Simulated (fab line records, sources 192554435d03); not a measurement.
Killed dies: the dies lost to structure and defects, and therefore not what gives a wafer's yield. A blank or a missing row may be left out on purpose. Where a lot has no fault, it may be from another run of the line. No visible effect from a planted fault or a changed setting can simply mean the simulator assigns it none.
Which tool was responsible? / flow n5Finfet / Sampling: 9 lots, 27 wafers, 8 of 1938 route steps

== WHAT THE GAUGES SHOWED, per wafer ==
N5_ZERO_LAYER_INSPECT_20: inspects for defects (darkfield). Usual: 39 for rawDefectCount, sd 16.
lot=L291; measured=day 1 13:33; on=defectInspect-01; rawDefectCount=30 38 32; flag=
lot=L293; measured=day 2 01:16; on=defectInspect-02; rawDefectCount=44 25 40; flag=
lot=L294; measured=day 2 07:15; on=defectInspect-02; rawDefectCount=40 27 30; flag=
lot=L295; measured=day 2 13:47; on=defectInspect-02; rawDefectCount=40 45 39; flag=
lot=L300; measured=day 3 19:16; on=defectInspect-02; rawDefectCount=28 22 32; flag=
lot=L305; measured=day 5 02:01; on=defectInspect-01; rawDefectCount=30 28 510; flag=OFF
lot=L306; measured=day 5 07:16; on=defectInspect-02; rawDefectCount=63 35 35; flag=
lot=L311; measured=day 6 13:57; on=defectInspect-01; rawDefectCount=30 21 32; flag=
lot=L312; measured=day 6 19:29; on=defectInspect-02; rawDefectCount=42 20 48; flag=

N5_WELL_APT_CD_MEAS_08 targets a cd of 200 nm. Usual: 199.0 nm for cdNm, sd 2.
lot=L291; measured=day 1 13:51; on=cdSem-03; cdNm (nm)=200.9 202.0 198.6; flag=
lot=L293; measured=day 2 01:34; on=cdSem-02; cdNm (nm)=202.2 200.7 201.9; flag=
lot=L294; measured=day 2 07:34; on=cdSem-03; cdNm (nm)=198.5 197.4 200.2; flag=
lot=L295; measured=day 2 14:06; on=cdSem-01; cdNm (nm)=200.8 199.7 196.3; flag=
lot=L300; measured=day 3 19:42; on=cdSem-02; cdNm (nm)=197.4 198.3 195.6; flag=
lot=L305; measured=day 5 02:27; on=cdSem-01; cdNm (nm)=200.0 202.9 199.6; flag=
lot=L306; measured=day 5 07:41; on=cdSem-01; cdNm (nm)=203.1 202.2 201.3; flag=
lot=L311; measured=day 6 14:23; on=cdSem-01; cdNm (nm)=199.6 197.3 196.9; flag=
lot=L312; measured=day 6 19:55; on=cdSem-03; cdNm (nm)=196.7 199.8 196.7; flag=

N5_WELL_APT_INSPECT_10: inspects for defects (macro). Usual: 1.9 for rawDefectCount, sd 1.4.
lot=L291; measured=day 1 13:55; on=defectInspect-01; rawDefectCount=1 1 2; flag=
lot=L293; measured=day 2 01:37; on=defectInspect-01; rawDefectCount=2 1 2; flag=
lot=L294; measured=day 2 07:37; on=defectInspect-02; rawDefectCount=3 0 3; flag=
lot=L295; measured=day 2 14:10; on=defectInspect-01; rawDefectCount=3 2 0; flag=
lot=L300; measured=day 3 19:45; on=defectInspect-02; rawDefectCount=2 1 0; flag=
lot=L305; measured=day 5 02:31; on=defectInspect-02; rawDefectCount=3 3 >300; flag=
lot=L306; measured=day 5 07:44; on=defectInspect-01; rawDefectCount=3 1 0; flag=
lot=L311; measured=day 6 14:26; on=defectInspect-02; rawDefectCount=1 4 2; flag=
lot=L312; measured=day 6 19:58; on=defectInspect-02; rawDefectCount=0 1 3; flag=

N5_WELL_APT_INSPECT_38: inspects for defects (darkfield). Usual: 12 for rawDefectCount, sd 4.5.
lot=L291; measured=day 1 18:46; on=defectInspect-01; rawDefectCount=10 9 14; flag=
lot=L293; measured=day 2 04:25; on=defectInspect-01; rawDefectCount=4 14 7; flag=
lot=L294; measured=day 2 11:07; on=defectInspect-02; rawDefectCount=9 8 6; flag=
lot=L295; measured=day 2 16:58; on=defectInspect-01; rawDefectCount=9 25 13; flag=
lot=L300; measured=day 3 22:57; on=defectInspect-02; rawDefectCount=18 7 9; flag=
lot=L305; measured=day 5 05:37; on=defectInspect-02; rawDefectCount=9 12 498; flag=OFF
lot=L306; measured=day 5 11:07; on=defectInspect-02; rawDefectCount=11 11 15; flag=
lot=L311; measured=day 6 17:59; on=defectInspect-01; rawDefectCount=10 14 15; flag=
lot=L312; measured=day 6 23:11; on=defectInspect-02; rawDefectCount=16 12 18; flag=

N5_BEOL_M4_RC_MEAS_101. Usual: DIBL_N 35.9 mV/V, standard deviation 1.9; DIBL_P 35.8 mV/V, standard deviation 2.4; IOFF_N 0.15 nA/um, standard deviation 0.031; IOFF_P 0.21 nA/um, standard deviation 0.037; ION_N 672 uA/um, standard deviation 13; ION_P 462 uA/um, standard deviation 8.3; SS_N 71.5 mV/dec, standard deviation 0.72; SS_P 73.2 mV/dec, standard deviation 0.67; VT_N 250 mV, standard deviation 3.4; VT_P -250 mV, standard deviation 3.4.
lot=L291; measured=day 7 22:57; on=prober-02; DIBL_N (mV/V)=37.0 36.5 36.5; DIBL_P (mV/V)=37.6 35.3 36.1; IOFF_N (nA/um)=0.15 0.13 0.13; IOFF_P (nA/um)=0.22 0.18 0.19; ION_N (uA/um)=676 657 660; ION_P (uA/um)=466 450 457; SS_N (mV/dec)=71.2 71.2 71.4; SS_P (mV/dec)=73.8 73.2 72.7; VT_N (mV)=250 253 252; VT_P (mV)=-250 -253 -251; flag=
lot=L293; measured=day 8 16:59; on=prober-02; DIBL_N (mV/V)=32.8 33.6 32.4; DIBL_P (mV/V)=33.2 34.1 32.9; IOFF_N (nA/um)=0.11 0.11 0.10; IOFF_P (nA/um)=0.14 0.14 0.13; ION_N (uA/um)=650 640 651; ION_P (uA/um)=452 435 444; SS_N (mV/dec)=70.8 70.8 70.5; SS_P (mV/dec)=72.9 73.1 72.6; VT_N (mV)=255 259 258; VT_P (mV)=-258 -259 -258; flag=
lot=L294; measured=day 9 05:14; on=prober-02; DIBL_N (mV/V)=35.8 37.4 35.5; DIBL_P (mV/V)=35.0 36.8 34.3; IOFF_N (nA/um)=0.13 0.16 0.13; IOFF_P (nA/um)=0.18 0.22 0.18; ION_N (uA/um)=661 669 669; ION_P (uA/um)=453 462 459; SS_N (mV/dec)=71.1 72.1 71.0; SS_P (mV/dec)=72.7 73.6 73.0; VT_N (mV)=251 252 252; VT_P (mV)=-252 -250 -251; flag=
lot=L295; measured=day 9 12:59; on=prober-01; DIBL_N (mV/V)=37.3 36.3 36.6; DIBL_P (mV/V)=37.0 33.6 35.0; IOFF_N (nA/um)=0.16 0.15 0.14; IOFF_P (nA/um)=0.24 0.19 0.21; ION_N (uA/um)=672 658 661; ION_P (uA/um)=469 450 461; SS_N (mV/dec)=71.5 72.1 72.0; SS_P (mV/dec)=73.0 73.0 73.7; VT_N (mV)=253 252 251; VT_P (mV)=-246 -252 -251; flag=
lot=L300; measured=day 10 04:37; on=prober-02; DIBL_N (mV/V)=37.3 40.0 34.2; DIBL_P (mV/V)=35.6 39.7 33.6; IOFF_N (nA/um)=0.15 0.20 0.11; IOFF_P (nA/um)=0.20 0.27 0.18; ION_N (uA/um)=661 683 652; ION_P (uA/um)=455 464 455; SS_N (mV/dec)=72.2 73.4 71.5; SS_P (mV/dec)=73.8 73.9 72.0; VT_N (mV)=252 248 255; VT_P (mV)=-250 -249 -252; flag=
lot=L305; measured=day 11 21:35; on=prober-01; DIBL_N (mV/V)=34.7 36.6 36.2; DIBL_P (mV/V)=34.6 36.6 35.9; IOFF_N (nA/um)=0.13 0.15 0.14; IOFF_P (nA/um)=0.18 0.20 0.19; ION_N (uA/um)=674 669 683; ION_P (uA/um)=464 457 465; SS_N (mV/dec)=70.5 71.8 71.5; SS_P (mV/dec)=73.1 72.7 72.9; VT_N (mV)=248 251 253; VT_P (mV)=-256 -250 -252; flag=
lot=L306; measured=day 11 16:10; on=prober-01; DIBL_N (mV/V)=38.7 38.1 36.4; DIBL_P (mV/V)=40.9 38.9 37.9; IOFF_N (nA/um)=0.24 0.21 0.17; IOFF_P (nA/um)=0.30 0.25 0.22; ION_N (uA/um)=691 670 684; ION_P (uA/um)=472 463 469; SS_N (mV/dec)=72.6 72.7 71.6; SS_P (mV/dec)=73.3 72.8 74.0; VT_N (mV)=244 247 251; VT_P (mV)=-245 -244 -247; flag=
lot=L311; measured=day 13 07:49; on=prober-01; DIBL_N (mV/V)=37.3 35.4 35.8; DIBL_P (mV/V)=37.4 36.2 35.8; IOFF_N (nA/um)=0.19 0.16 0.17; IOFF_P (nA/um)=0.26 0.23 0.23; ION_N (uA/um)=682 676 688; ION_P (uA/um)=470 472 471; SS_N (mV/dec)=71.5 70.8 70.9; SS_P (mV/dec)=73.0 73.6 72.9; VT_N (mV)=244 247 247; VT_P (mV)=-246 -248 -248; flag=
lot=L312; measured=day 13 22:16; on=prober-02; DIBL_N (mV/V)=36.2 37.0 35.5; DIBL_P (mV/V)=39.0 39.4 37.0; IOFF_N (nA/um)=0.16 0.16 0.14; IOFF_P (nA/um)=0.23 0.22 0.19; ION_N (uA/um)=667 662 672; ION_P (uA/um)=459 451 461; SS_N (mV/dec)=71.7 71.6 71.8; SS_P (mV/dec)=73.3 73.5 73.1; VT_N (mV)=252 249 252; VT_P (mV)=-248 -250 -250; flag=

== EACH LOT AND THE TOOL THAT RAN IT (in order: tool; ch and the chambers of the sampled wafers; start) ==
lot=L291; N5_ZERO_LAYER_PECVD_02=pecvd-04 ch 0,1, day 1 12:17; N5_WELL_APT_EPI_41=epiRpcvd-01 ch 0, day 1 18:07; N5_PMOS_HMC_CHANNEL_EPI_HM_DEP_34=pecvd-02 ch 0,2, day 1 18:47
lot=L293; N5_ZERO_LAYER_PECVD_02=pecvd-02 ch 0,1, day 2 00:17; N5_WELL_APT_EPI_41=epiRpcvd-02 ch 0, day 2 03:53; N5_PMOS_HMC_CHANNEL_EPI_HM_DEP_34=pecvd-01 ch 0,2, day 2 04:28
lot=L294; N5_ZERO_LAYER_PECVD_02=pecvd-02 ch 0,2, day 2 06:17; N5_WELL_APT_EPI_41=epiRpcvd-01 ch 0, day 2 10:25; N5_PMOS_HMC_CHANNEL_EPI_HM_DEP_34=pecvd-02 ch 0,1, day 2 11:09
lot=L295; N5_ZERO_LAYER_PECVD_02=pecvd-02 ch 0,1,2, day 2 12:17; N5_WELL_APT_EPI_41=epiRpcvd-02 ch 0, day 2 16:20; N5_PMOS_HMC_CHANNEL_EPI_HM_DEP_34=pecvd-03 ch 0,1, day 2 17:00
lot=L300; N5_ZERO_LAYER_PECVD_02=pecvd-04 ch 0,1,2, day 3 18:17; N5_WELL_APT_EPI_41=epiRpcvd-01 ch 0, day 3 22:15; N5_PMOS_HMC_CHANNEL_EPI_HM_DEP_34=pecvd-02 ch 1,2, day 3 22:59
lot=L305; N5_ZERO_LAYER_PECVD_02=pecvd-04 ch 0,1,2, day 5 00:17; N5_WELL_APT_EPI_41=epiRpcvd-01 ch 0, day 5 05:03; N5_PMOS_HMC_CHANNEL_EPI_HM_DEP_34=pecvd-01 ch 1,2, day 5 05:40
lot=L306; N5_ZERO_LAYER_PECVD_02=pecvd-01 ch 0,1, day 5 06:17; N5_WELL_APT_EPI_41=epiRpcvd-03 ch 0, day 5 10:28; N5_PMOS_HMC_CHANNEL_EPI_HM_DEP_34=pecvd-02 ch 0,2, day 5 11:08
lot=L311; N5_ZERO_LAYER_PECVD_02=pecvd-02 ch 0,2, day 6 12:17; N5_WELL_APT_EPI_41=epiRpcvd-02 ch 0, day 6 16:53; N5_PMOS_HMC_CHANNEL_EPI_HM_DEP_34=pecvd-03 ch 0,1, day 6 18:02
lot=L312; N5_ZERO_LAYER_PECVD_02=pecvd-01 ch 0,2, day 6 18:18; N5_WELL_APT_EPI_41=epiRpcvd-03 ch 0, day 6 22:20; N5_PMOS_HMC_CHANNEL_EPI_HM_DEP_34=pecvd-03 ch 0,2, day 6 23:13
- N5_ZERO_LAYER_PECVD_02: deposits SiO2 from SiH4/N2O, target thk 10 nm, time 6 s.
- N5_WELL_APT_EPI_41: deposits Si from SiH4/H2, target thk 50 nm, time 297.7 s.
- N5_PMOS_HMC_CHANNEL_EPI_HM_DEP_34: deposits SiO2 from TEOS/O2, target thk 36 nm, time 6.9 s.

== AS READ BY THE TOOLS THEMSELVES (means over the sampled wafers that have a number; for cases with no such wafer, the mark the record gives instead) ==
N5_ZERO_LAYER_PECVD_02. Usual: heaterPowerW 780 W, standard deviation 110; showerheadPlenumPTorr 8.17 Torr, standard deviation 0.094.
lot=L291; tool=pecvd-04; heaterPowerW (W)=810; showerheadPlenumPTorr (Torr)=8.28; flag=
lot=L293; tool=pecvd-02; heaterPowerW (W)=827; showerheadPlenumPTorr (Torr)=8.07; flag=
lot=L294; tool=pecvd-02; heaterPowerW (W)=827; showerheadPlenumPTorr (Torr)=8.22; flag=
lot=L295; tool=pecvd-02; heaterPowerW (W)=833; showerheadPlenumPTorr (Torr)=8.13; flag=
lot=L300; tool=pecvd-04; heaterPowerW (W)=727; showerheadPlenumPTorr (Torr)=8.25; flag=
lot=L305; tool=pecvd-04; heaterPowerW (W)=717; showerheadPlenumPTorr (Torr)=8.25; flag=
lot=L306; tool=pecvd-01; heaterPowerW (W)=860; showerheadPlenumPTorr (Torr)=8.08; flag=
lot=L311; tool=pecvd-02; heaterPowerW (W)=811; showerheadPlenumPTorr (Torr)=8.21; flag=
lot=L312; tool=pecvd-01; heaterPowerW (W)=849; showerheadPlenumPTorr (Torr)=8.08; flag=

N5_WELL_APT_EPI_41. Usual: 11.02 % for throttleValvePct, sd 0.22.
lot=L291; tool=epiRpcvd-01; throttleValvePct (%)=10.83; flag=
lot=L293; tool=epiRpcvd-02; throttleValvePct (%)=11.16; flag=
lot=L294; tool=epiRpcvd-01; throttleValvePct (%)=10.75; flag=
lot=L295; tool=epiRpcvd-02; throttleValvePct (%)=11.17; flag=
lot=L300; tool=epiRpcvd-01; throttleValvePct (%)=10.71; flag=
lot=L305; tool=epiRpcvd-01; throttleValvePct (%)=10.68; flag=
lot=L306; tool=epiRpcvd-03; throttleValvePct (%)=11.03; flag=
lot=L311; tool=epiRpcvd-02; throttleValvePct (%)=11.18; flag=
lot=L312; tool=epiRpcvd-03; throttleValvePct (%)=11.15; flag=

N5_PMOS_HMC_CHANNEL_EPI_HM_DEP_34. Usual: heaterPowerW 592 W, standard deviation 60; showerheadPlenumPTorr 8.35 Torr, standard deviation 0.035; throttleValvePct 18.4 %, standard deviation 1.1.
lot=L291; tool=pecvd-02; heaterPowerW (W)=542; showerheadPlenumPTorr (Torr)=8.36; throttleValvePct (%)=17.7; flag=
lot=L293; tool=pecvd-01; heaterPowerW (W)=484; showerheadPlenumPTorr (Torr)=8.33; throttleValvePct (%)=17.7; flag=
lot=L294; tool=pecvd-02; heaterPowerW (W)=644; showerheadPlenumPTorr (Torr)=8.35; throttleValvePct (%)=18.5; flag=
lot=L295; tool=pecvd-03; heaterPowerW (W)=623; showerheadPlenumPTorr (Torr)=8.35; throttleValvePct (%)=18.4; flag=
lot=L300; tool=pecvd-02; heaterPowerW (W)=594; showerheadPlenumPTorr (Torr)=8.35; throttleValvePct (%)=17.8; flag=
lot=L305; tool=pecvd-01; heaterPowerW (W)=637; showerheadPlenumPTorr (Torr)=8.33; throttleValvePct (%)=20.0; flag=
lot=L306; tool=pecvd-02; heaterPowerW (W)=632; showerheadPlenumPTorr (Torr)=8.35; throttleValvePct (%)=18.3; flag=
lot=L311; tool=pecvd-03; heaterPowerW (W)=645; showerheadPlenumPTorr (Torr)=8.37; throttleValvePct (%)=18.1; flag=
lot=L312; tool=pecvd-03; heaterPowerW (W)=533; showerheadPlenumPTorr (Torr)=8.33; throttleValvePct (%)=18.8; flag=

== THE ANSWER, worked out from the rows above alone ==
Rule: a lot is off if the mean of its wafers that have a number lies more than 3 standard deviations from the usual mean. A lot without any number at a reading at which 4 lots or more have one is off too. Any other lot the step has rows for is counted as sound. Order of review: gauges by route order, followed by the tools' own readings, for which a lot's mean as printed above is used. At the first step where some lot is off, the reading lying furthest off is the one used; lots without a number count as furthest.
Off: L305, at N5_ZERO_LAYER_INSPECT_20 (rawDefectCount).
A tool fits if, at a process step before that reading, it ran every lot that is off, and no sound lot after the first of them. The gauges at N5_ZERO_LAYER_INSPECT_20 aren't tried: what is off there is off at N5_WELL_APT_INSPECT_38 too, on other tools, and a gauge's error can't cause that. One fits: N5_ZERO_LAYER_PECVD_02 on pecvd-04. Its last sound lot is L300 (day 3 18:17), its first lot that is off L305 (day 5 00:17): a fault that began between those two fits.

== WHAT THE SIMULATOR PUT IN ==
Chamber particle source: pecvd-04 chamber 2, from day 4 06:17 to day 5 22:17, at N5_ZERO_LAYER_PECVD_02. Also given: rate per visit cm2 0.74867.
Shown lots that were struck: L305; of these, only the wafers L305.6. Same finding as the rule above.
